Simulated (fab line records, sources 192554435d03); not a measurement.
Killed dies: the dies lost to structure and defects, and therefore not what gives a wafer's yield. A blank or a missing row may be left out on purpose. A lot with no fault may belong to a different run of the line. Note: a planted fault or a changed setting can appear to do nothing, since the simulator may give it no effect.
Split-lot experiment | flow n5_finfet | on a route of 1938 steps: 7 lots, 21 wafers read

== SPLIT DETAILS ==
At N5_PASSIVATION_VIA_ETCH_13 (etches SiO2 in CHF3/O2, target depth 660 nm, time 330 s), the setting source_w was moved away from the recipe's 650 W on 7 of the 21 wafers read, by -16.3% to +16.9%. All remaining wafers had this setting at the recipe value.

The reading comes from the split's own step.

== THE READING ==
rf_vpp_V, in V, at N5_PASSIVATION_VIA_ETCH_13 (etches SiO2 in CHF3/O2, target depth 660 nm, time 330 s). A value of 526 V with a standard deviation of 5.6 V is what fault-free wafers of this fab line usually give.

wafer  | tool, chamber at the split | source_w as run, W | against the recipe | rf_vpp_V, V | against lot-mates on the recipe
L075.1 | rie_diel-06, 3             | 650                | recipe             | 517         | -
L075.4 | rie_diel-06, 1             | 543.8              | -16.3%             | 567         | +50
L075.5 | rie_diel-06, 3             | 543.8              | -16.3%             | 564         | +47
L079.4 | rie_diel-02, 2             | 760                | +16.9%             | 483         | -43
L079.5 | rie_diel-02, 3             | 650                | recipe             | 526         | -
L079.6 | rie_diel-02, 2             | 760                | +16.9%             | 481         | -45
L085.2 | rie_diel-02, 1             | 650                | recipe             | 530         | -
L085.3 | rie_diel-02, 0             | 650                | recipe             | 528         | -
L085.6 | rie_diel-02, 1             | 650                | recipe             | 531         | -
L092.2 | rie_diel-02, 2             | 572.5              | -11.9%             | 555         | +29
L092.3 | rie_diel-02, 0             | 572.5              | -11.9%             | 563         | +37
L092.4 | rie_diel-02, 3             | 650                | recipe             | 526         | -
L093.4 | rie_diel-06, 0             | 650                | recipe             | 514         | -
L093.5 | rie_diel-06, 0             | 650                | recipe             | 515         | -
L093.6 | rie_diel-06, 3             | 586.4              | -9.8%              | 542         | +28
L095.1 | rie_diel-02, 3             | 650                | recipe             | 527         | -
L095.4 | rie_diel-02, 0             | 650                | recipe             | 528         | -
L095.5 | rie_diel-02, 3             | 650                | recipe             | 525         | -
L097.2 | rie_diel-02, 2             | 650                | recipe             | 530         | -
L097.3 | rie_diel-02, 1             | 650                | recipe             | 531         | -
L097.5 | rie_diel-02, 0             | 650                | recipe             | 528         | -

FIT RESULTS
A straight line over all 21 wafers: rf_vpp_V changes by -2.52 V for each +1% of source_w; r = -0.97; the points scatter about the line by 5.5 V.
The same after taking each lot's own level away (the mean of its wafers on the recipe; 21 wafers): -2.76 V for each +1%; r = -1.00; scatter 2.1 V.
That fit puts the effect of the largest move of source_w on the reading at 47 V.
Measured against the standard deviation above, the lots' own levels, which go from 514.5 to 529.7 V, span 2.7 times it.
So the lot-to-lot level changes the slope little: the two slopes agree.
Check: with one of the wafers moved furthest among these (+16.9%) left out of the fit, the line predicts -47.4 V for it against its lot-mates. It came out at -43 V against them.
Tool readings at the split's step, against how far the setting was moved: rf_vpp_V r = -0.97.

== THESE WAFERS: OTHER SPLITS ==
These wafers also went through other splits before the reading. Each is held against what the fit with the lots' levels taken away leaves over:
other split on the same wafers | wafers away from the commonest value | r with rf_vpp_V (lot level and that fit taken away)
N5_BEOL_M12_SPUTTER_43 time_s  | 7                                    | +0.08
N5_BEOL_M13_ETCH_59 time_s     | 6                                    | -0.11
N5_BEOL_M13_EXPOSE_25 dose_mj  | 9                                    | -0.03
N5_BEOL_M14_EXPOSE_25 dose_mj  | 5                                    | -0.18

== FILE'S OWN FIT ==
rf_vpp_V changes by -2.78 V for each +1% of source_w, r = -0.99.
